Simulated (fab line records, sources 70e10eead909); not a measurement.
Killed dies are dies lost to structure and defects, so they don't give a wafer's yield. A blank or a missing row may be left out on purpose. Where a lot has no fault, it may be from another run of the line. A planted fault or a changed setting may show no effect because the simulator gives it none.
Which tool is to blame? + flow nand harc + 12 lots with 36 wafers sampled at 5 steps, on a route of 1302 steps

WHAT THE GAUGES READ, wafer by wafer
NHARC_END_SORT_01. Usual: defect limited yield 90 %, standard deviation 3.8; killed at array 61, standard deviation 26; killed at other 0.8, standard deviation 1.1; killed at periphery 4.0, standard deviation 2.6; killed dies 66, standard deviation 26; killed open 3.1, standard deviation 1.7; killed short 2.5, standard deviation 1.5.
| lot  | measured     | on        | defect limited yield (%) | killed at array | killed at other | killed at periphery | killed dies | killed open | killed short | flag |
|------|--------------|-----------|--------------------------|-----------------|-----------------|---------------------|-------------|-------------|--------------|------|
| L849 | day 25 15:56 | prober-02 | 87 84 87                 | 88 97 80        | 0 0 0           | 2 8 8               | 90 105 88   | 4 3 5       | 3 4 2        |      |
| L856 | day 29 18:49 | prober-02 | 89 89 88                 | 68 69 75        | 3 2 0           | 3 3 7               | 74 74 82    | 2 2 2       | 5 1 1        |      |
| L862 | day 31 00:04 | prober-01 | 95 94 95                 | 31 32 28        | 4 1 1           | 1 7 2               | 36 40 31    | 1 0 1       | 3 4 6        |      |

WHICH TOOL RAN EACH LOT (tool, then ch and the chambers of the sampled wafers, then the start)
| lot  | NHARC_A_M1_CMP_23             | NHARC_A_BONDPAD_STRIP_15           | NHARC_A_BONDPAD_PVD_17                  | NHARC_A_BONDPAD_PVD_27                  |
|------|-------------------------------|------------------------------------|-----------------------------------------|-----------------------------------------|
| L848 | cmp-02 ch 0,1,2, day 23 14:35 | rie diel-11 ch 1,2,3, day 23 17:26 | pvd sputter-02, no start                | pvd sputter-02, no start                |
| L847 | cmp-01 ch 0,1,2, day 23 16:06 | rie diel-11 ch 1,2,3, day 23 19:07 | pvd sputter-02, no start                | pvd sputter-02, no start                |
| L849 | cmp-01 ch 0,3, day 24 05:07   | rie diel-11 ch 0,3, day 24 08:02   | pvd sputter-01, day 25 15:56 or earlier | pvd sputter-01, day 25 15:56 or earlier |
| L851 | cmp-01 ch 0,1,2, day 24 13:35 | rie diel-11 ch 0,1,2, day 24 16:26 | pvd sputter-02, no start                | pvd sputter-02, no start                |
| L856 | cmp-01 ch 1,2, day 28 01:17   | rie diel-10 ch 0,2,3, day 28 04:13 | pvd sputter-01, day 29 18:49 or earlier | pvd sputter-01, day 29 18:49 or earlier |
| L860 | cmp-01 ch 0,1, day 29 03:14   | rie diel-03 ch 1,3, day 29 06:20   | pvd sputter-02, no start                | pvd sputter-02, no start                |
| L862 | cmp-03 ch 0,2,3, day 29 15:51 | rie diel-11 ch 0,1,2, day 29 18:43 | pvd sputter-02, day 31 00:04 or earlier | pvd sputter-02, day 31 00:04 or earlier |
| L861 | cmp-01 ch 0,1,2, day 29 21:21 | rie diel-11 ch 0,2,3, day 30 00:23 | pvd sputter-03, no start                | pvd sputter-03, no start                |
| L866 | cmp-03 ch 0,2,3, day 31 09:10 | rie diel-03 ch 0,1,2, day 31 12:10 | pvd sputter-03, no start                | pvd sputter-03, no start                |
| L865 | cmp-03 ch 0,2,3, day 31 10:19 | rie diel-11 ch 1,3, day 31 13:29   | pvd sputter-03, no start                | pvd sputter-03, no start                |
| L868 | cmp-01 ch 1,2,3, day 31 17:37 | rie diel-11 ch 0,1,2, day 31 20:37 | pvd sputter-01, no start                | pvd sputter-01, no start                |
| L867 | cmp-01 ch 1,3, day 32 01:25   | rie diel-03 ch 1,2, day 32 04:32   | pvd sputter-01, no start                | pvd sputter-01, no start                |
- NHARC_A_M1_CMP_23: polishes, t overpolish 20 s, target thk 154.34 nm.
- NHARC_A_BONDPAD_STRIP_15: strips in O2.
- NHARC_A_BONDPAD_PVD_17: deposits TaN, target thk 5 nm, time 8.06 s.
- NHARC_A_BONDPAD_PVD_27: deposits Cu, target thk 30 nm, time 20.49 s.

AS READ BY THE TOOLS THEMSELVES (means over the sampled wafers that have a number; for cases with no such wafer, the mark the record gives instead)
NHARC_A_M1_CMP_23. Usual: motor current A 12.1 A, standard deviation 1.6; slurry filter dp kPa 13.51 kPa, standard deviation 0.14; time to endpoint s 29.7 s, standard deviation 2.8.
| lot  | tool   | motor current A (A) | slurry filter dp kPa (kPa) | time to endpoint s (s) | flag |
|------|--------|---------------------|----------------------------|------------------------|------|
| L848 | cmp-02 | 12.1                | 13.56                      | 32.4                   |      |
| L847 | cmp-01 | 11.7                | 13.50                      | 31.3                   |      |
| L849 | cmp-01 | 12.8                | 13.58                      | 31.5                   |      |
| L851 | cmp-01 | 11.7                | 13.51                      | 27.9                   |      |
| L856 | cmp-01 | 10.7                | 13.44                      | 27.1                   |      |
| L860 | cmp-01 | 10.7                | 13.42                      | 30.9                   |      |
| L862 | cmp-03 | 12.6                | 13.53                      | 29.5                   |      |
| L861 | cmp-01 | 11.7                | 13.49                      | 30.5                   |      |
| L866 | cmp-03 | 12.6                | 13.55                      | 27.7                   |      |
| L865 | cmp-03 | 12.6                | 13.42                      | 29.4                   |      |
| L868 | cmp-01 | 11.9                | 13.38                      | 30.1                   |      |
| L867 | cmp-01 | 10.8                | 13.25                      | 31.1                   |      |

NHARC_A_BONDPAD_STRIP_15. Usual: chamber pressure mTorr 60.00 mTorr, standard deviation 0.054; drypump motor current A 5.8 A, standard deviation 0.43; oes product au 0.999 a.u., standard deviation 0.015; rf vpp V 57.9 V, standard deviation 0.89; showerhead plenum p Torr 3.58 Torr, standard deviation 0.1; throttle valve pct 17.036 %, standard deviation 0.0094.
| lot  | tool        | chamber pressure mTorr (mTorr) | drypump motor current A (A) | oes product au (a.u.) | rf vpp V (V) | showerhead plenum p Torr (Torr) | throttle valve pct (%) | flag |
|------|-------------|--------------------------------|-----------------------------|-----------------------|--------------|---------------------------------|------------------------|------|
| L848 | rie diel-11 | 60.03                          | 5.9                         | 1.009                 | 58.3         | 3.62                            | 17.040                 |      |
| L847 | rie diel-11 | 59.99                          | 5.9                         | 1.013                 | 58.7         | 3.62                            | 17.031                 |      |
| L849 | rie diel-11 | 59.94                          | 6.1                         | 1.009                 | 58.3         | 3.61                            | 17.034                 |      |
| L851 | rie diel-11 | 57.75                          | 5.7                         | 0.995                 | 57.9         | 3.55                            | 17.032                 | OFF  |
| L856 | rie diel-10 | 60.05                          | 5.9                         | 0.980                 | 57.6         | 3.43                            | 17.044                 |      |
| L860 | rie diel-03 | 59.99                          | 6.2                         | 1.008                 | 58.1         | 3.61                            | 17.038                 |      |
| L862 | rie diel-11 | 60.01                          | 5.7                         | 1.001                 | 57.7         | 3.53                            | 17.035                 |      |
| L861 | rie diel-11 | 60.03                          | 5.8                         | 0.996                 | 58.1         | 3.56                            | 17.044                 |      |
| L866 | rie diel-03 | 60.00                          | 5.5                         | 1.005                 | 57.9         | 3.56                            | 17.038                 |      |
| L865 | rie diel-11 | 60.04                          | 6.1                         | 1.008                 | 57.2         | 3.63                            | 17.031                 |      |
| L868 | rie diel-11 | 59.93                          | 5.7                         | 0.991                 | 58.3         | 3.53                            | 17.039                 |      |
| L867 | rie diel-03 | 60.00                          | 5.8                         | 0.999                 | 58.6         | 3.53                            | 17.033                 |      |

NHARC_A_BONDPAD_PVD_17. Usual: cathode dc power W 15000 W, standard deviation 2.9; throttle valve pct 30.4 %, standard deviation 0.87.
| lot  | tool           | cathode dc power W (W) | throttle valve pct (%) | flag |
|------|----------------|------------------------|------------------------|------|
| L848 | pvd sputter-02 | 15000                  | 30.6                   |      |
| L847 | pvd sputter-02 | 14999                  | 30.6                   |      |
| L849 | pvd sputter-01 | 14996                  | 30.4                   |      |
| L851 | pvd sputter-02 | 15000                  | 30.6                   |      |
| L856 | pvd sputter-01 | 14999                  | 29.7                   |      |
| L860 | pvd sputter-02 | 14998                  | 30.3                   |      |
| L862 | pvd sputter-02 | 15002                  | 30.5                   |      |
| L861 | pvd sputter-03 | 14999                  | 30.3                   |      |
| L866 | pvd sputter-03 | 15000                  | 30.3                   |      |
| L865 | pvd sputter-03 | 14999                  | 29.9                   |      |
| L868 | pvd sputter-01 | 14999                  | 30.6                   |      |
| L867 | pvd sputter-01 | 15001                  | 29.7                   |      |

NHARC_A_BONDPAD_PVD_27. Usual: cathode dc power W 5000.1 W, standard deviation 0.87; throttle valve pct 30.4 %, standard deviation 0.91.
| lot  | tool           | cathode dc power W (W) | throttle valve pct (%) | flag |
|------|----------------|------------------------|------------------------|------|
| L848 | pvd sputter-02 | 5000.6                 | 30.5                   |      |
| L847 | pvd sputter-02 | 4999.9                 | 30.4                   |      |
| L849 | pvd sputter-01 | 5000.7                 | 30.7                   |      |
| L851 | pvd sputter-02 | 5000.8                 | 30.0                   |      |
| L856 | pvd sputter-01 | 4999.6                 | 31.6                   |      |
| L860 | pvd sputter-02 | 5000.6                 | 30.9                   |      |
| L862 | pvd sputter-02 | 4999.9                 | 30.7                   |      |
| L861 | pvd sputter-03 | 5000.2                 | 30.8                   |      |
| L866 | pvd sputter-03 | 5000.4                 | 30.2                   |      |
| L865 | pvd sputter-03 | 5000.8                 | 30.2                   |      |
| L868 | pvd sputter-01 | 4999.2                 | 30.8                   |      |
| L867 | pvd sputter-01 | 4999.8                 | 31.5                   |      |

THE ANSWER, worked out from the rows above alone
Rule: a lot is off if the mean of its wafers that have a number lies more than 3 standard deviations from the usual mean. A lot without any number at a reading at which 4 lots or more have one is off too. The other lots that the step has rows for count as sound. After the gauges, taken in route order, come the tools' own readings; for these a lot's mean is taken, as printed above. At the first step where some lot is off, the reading lying furthest off is the one used; lots without a number count as furthest.
Off at NHARC_A_BONDPAD_STRIP_15 (chamber pressure mTorr): L851.
A tool fits if, at that step or a process step before it, it ran every lot that is off, and no sound lot after the first of them. Of those tried, none fits.

WHAT HAD BEEN PUT IN BY THE SIMULATOR
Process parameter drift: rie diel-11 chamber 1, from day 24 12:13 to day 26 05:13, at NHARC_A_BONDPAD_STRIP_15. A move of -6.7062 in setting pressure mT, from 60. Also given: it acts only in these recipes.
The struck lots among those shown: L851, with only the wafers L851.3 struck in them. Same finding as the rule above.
